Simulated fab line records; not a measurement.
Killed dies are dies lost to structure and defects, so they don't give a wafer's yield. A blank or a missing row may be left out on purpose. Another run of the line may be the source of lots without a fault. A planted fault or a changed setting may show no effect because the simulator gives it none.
Split-lot experiment | flow n5-finfet | 21 wafers read from 7 lots, route of 1938 steps

== ON THE SPLIT ==
At N5_ZERO_LAYER_EXPOSE_08 (exposes mask ZERO, defocus 0 nm, target cd 2000 nm), the setting dose-mj was moved away from the recipe's 16.2 on 9 of the 21 wafers read, by -6.7% to +2.6%. For the rest of the wafers, this setting stayed at what the recipe calls for.

== FROM THE SPLIT TO THE READING: what the file shows between them, 3 steps ==
- N5_ZERO_LAYER_PEB_09
- N5_ZERO_LAYER_DEVELOP_10: develop time 60 s
- N5_ZERO_LAYER_HARDBAKE_23: time 120 s

== THE READING ==
At N5_ZERO_LAYER_CD_MEAS_11: cd-nm in nanometres, against a target cd of 2000 nm. On this fab line, fault-free wafers typically give 2000.2 nm with a standard deviation of 2.7 nm.

wafer  | tool, chamber at the split | dose-mj as run | against the recipe | cd-nm, nm | against lot-mates on the recipe
L074.3 | krf-scanner-01, 0          | 16.2           | recipe             | 1997.3    | -
L074.4 | krf-scanner-01, 0          | 16.62          | +2.6%              | 2003.0    | +5.7
L074.6 | krf-scanner-01, 0          | 16.62          | +2.6%              | 2006.7    | +9.4
L076.2 | krf-scanner-01, 0          | 16.2           | recipe             | 2001.3    | -
L076.3 | krf-scanner-01, 0          | 16.2           | recipe             | 2003.4    | -
L076.6 | krf-scanner-01, 0          | 16.2           | recipe             | 2004.8    | -
L077.2 | krf-scanner-02, 0          | 16.2           | recipe             | 2000.6    | -
L077.3 | krf-scanner-02, 0          | 15.54          | -4.1%              | 1989.8    | -10.8
L077.4 | krf-scanner-02, 0          | 15.54          | -4.1%              | 1990.9    | -9.7
L078.1 | krf-scanner-02, 0          | 15.69          | -3.1%              | 1998.7    | -3.6
L078.2 | krf-scanner-02, 0          | 16.2           | recipe             | 2002.3    | -
L078.5 | krf-scanner-02, 0          | 15.69          | -3.1%              | 1997.8    | -4.5
L079.1 | krf-scanner-01, 0          | 15.12          | -6.7%              | 1985.7    | no lot-mate on the recipe
L079.3 | krf-scanner-01, 0          | 15.12          | -6.7%              | 1988.4    | no lot-mate on the recipe
L079.5 | krf-scanner-01, 0          | 15.12          | -6.7%              | 1984.6    | no lot-mate on the recipe
L096.1 | krf-scanner-02, 0          | 16.2           | recipe             | 1998.1    | -
L096.3 | krf-scanner-02, 0          | 16.2           | recipe             | 1999.4    | -
L096.6 | krf-scanner-02, 0          | 16.2           | recipe             | 1999.3    | -
L097.1 | krf-scanner-01, 0          | 16.2           | recipe             | 1997.4    | -
L097.2 | krf-scanner-01, 0          | 16.2           | recipe             | 1997.8    | -
L097.6 | krf-scanner-01, 0          | 16.2           | recipe             | 1997.8    | -

FIT RESULTS
A straight line over all 21 wafers: cd-nm changes by +1.97 nm for each +1% of dose-mj; r = +0.91; the points scatter about the line by 2.6 nm.
The same after taking each lot's own level away (the mean of its wafers on the recipe; 18 wafers): +2.29 nm for each +1%; r = +0.94; scatter 1.6 nm.
On that fit, the largest move of dose-mj shifts the reading by 15 nm.
Measured against the standard deviation above, the lots' own levels, which go from 1997.30 to 2003.17 nm, span 2.2 times it.
So the lot-to-lot level changes the slope: the two fits differ.
Check: with one of the wafers moved furthest among these (-4.1%) left out of the fit, the line predicts -8.23 nm for it against its lot-mates. Against them it came out at -10.8 nm.

== FURTHER SPLITS ON THESE WAFERS ==
Note: prior to the reading, these wafers also went through further splits. Each is held against what the fit with the lots' levels taken away leaves over:
other split on the same wafers | wafers away from the commonest value | r with cd-nm (lot level and that fit taken away)
N5_ZERO_LAYER_COAT_05 spin-rpm | 10                                   | +0.10

== THE WHOLE CHAIN: every reading that the file lists as answering this split, in the file's order ==
step                     | what it does             | reading                                                           | change (the file's fit)              | r (the file's)
N5_ZERO_LAYER_CD_MEAS_11 | target cd 2000 nm        | cd-nm                                                             | +2.24 nm for each +1% of the setting | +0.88
N5_ZERO_LAYER_DESCUM_16  | chemistry O2, time 7.9 s | ZERO_LAYER.cd-nm (the simulator's own value, which no gauge read) | +2.22 nm for each +1% of the setting | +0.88

== FILE'S OWN FIT ==
cd-nm changes by +2.24 nm for each +1% of dose-mj, r = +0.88.
